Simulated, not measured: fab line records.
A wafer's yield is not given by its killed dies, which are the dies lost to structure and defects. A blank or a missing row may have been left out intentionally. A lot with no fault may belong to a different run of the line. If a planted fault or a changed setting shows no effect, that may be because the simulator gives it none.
8D (eight disciplines) problem report, filled in by code	flow n5Finfet	the parts of the form that need people (team, actions taken, sign-off) are left out

1. WHAT IS WRONG
spinSpeedRpm at N5_BEOL_M2_COAT_61 reads a mean of 1545.5 rpm on 6 wafers of 2 lots; wafers without a fault read 1499.9 rpm with a standard deviation of 1.2. That puts it +38 standard deviations away from the usual mean.
The step: time 60 s, resist thk 60 nm.
First observed at day 7 20:20: wafer L720.1, on lithoTrack-02. Wafers with a number at this step in the record: 12, from 4 lots. By rule, "out" or "out of limits" means more than 4 standard deviations away from the usual mean. Any other wafer with a number is counted as sound.

2. WHAT IT IS AND WHAT IT IS NOT
question	is	is not
which readings at this step	spinSpeedRpm	-
which lots	L720, L722	L719, L727
which wafers of those lots	all that have a number	-
read on which tools	lithoTrack-02	lithoTrack-05
when	from day 7 20:20	up to then (3 sound wafers); but 3 sound wafers of L727 came after

3. WHAT RULES OUT EACH SUSPECT
Counting: a tool stays on the suspect list if, at a process step up to the reading, it processed all lots that are out and no sound lot following the first of them.
- lithoTrack-02 at N5_BEOL_M2_COAT_61 (time 60 s, resist thk 60 nm): kept. All lots that are out passed through it, beginning with L720 at day 7 20:20, and no sound lot followed; its final sound lot before that point was L719 at day 7 19:16. On those wafers its own readings are out: spinSpeedRpm.
Remaining after the count: lithoTrack-02 at N5_BEOL_M2_COAT_61.

4. THE CAUSE (what the simulator had put in)
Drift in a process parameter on lithoTrack-02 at N5_BEOL_M2_COAT_61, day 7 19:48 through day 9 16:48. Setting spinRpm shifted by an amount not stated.
Only this tool survived the counting.

5. SEQUENCE OF EFFECTS, ordered by route
One row per reading whose mean, taken over the struck wafers that have a number, lies over 3 standard deviations from the usual. Readings are gone through only where the record gives a usual standard deviation; hours: the median, over the lots, of the time from a lot's start at the first step in this table giving one to that lot's start at this step; sigmas: the change measured in usual standard deviations.
hours	step	reading	usual	on struck wafers	change	sigmas
0	N5_BEOL_M2_COAT_61	spinSpeedRpm	1499.9 rpm	1545.5	+45.6	+38
Here are the process steps it includes:
- N5_BEOL_M2_COAT_61: time 60 s, resist thk 60 nm.
Later steps that measure or inspect, where all struck wafers having a row at the step show a number for every such reading and not one has moved that far: N5_BEOL_M4_RC_MEAS_101.

6. HOW IT WOULD HAVE BEEN CAUGHT EARLIER
In this record the first reading out of limits was taken at day 7 20:20, 1 hour after the fault began at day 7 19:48.
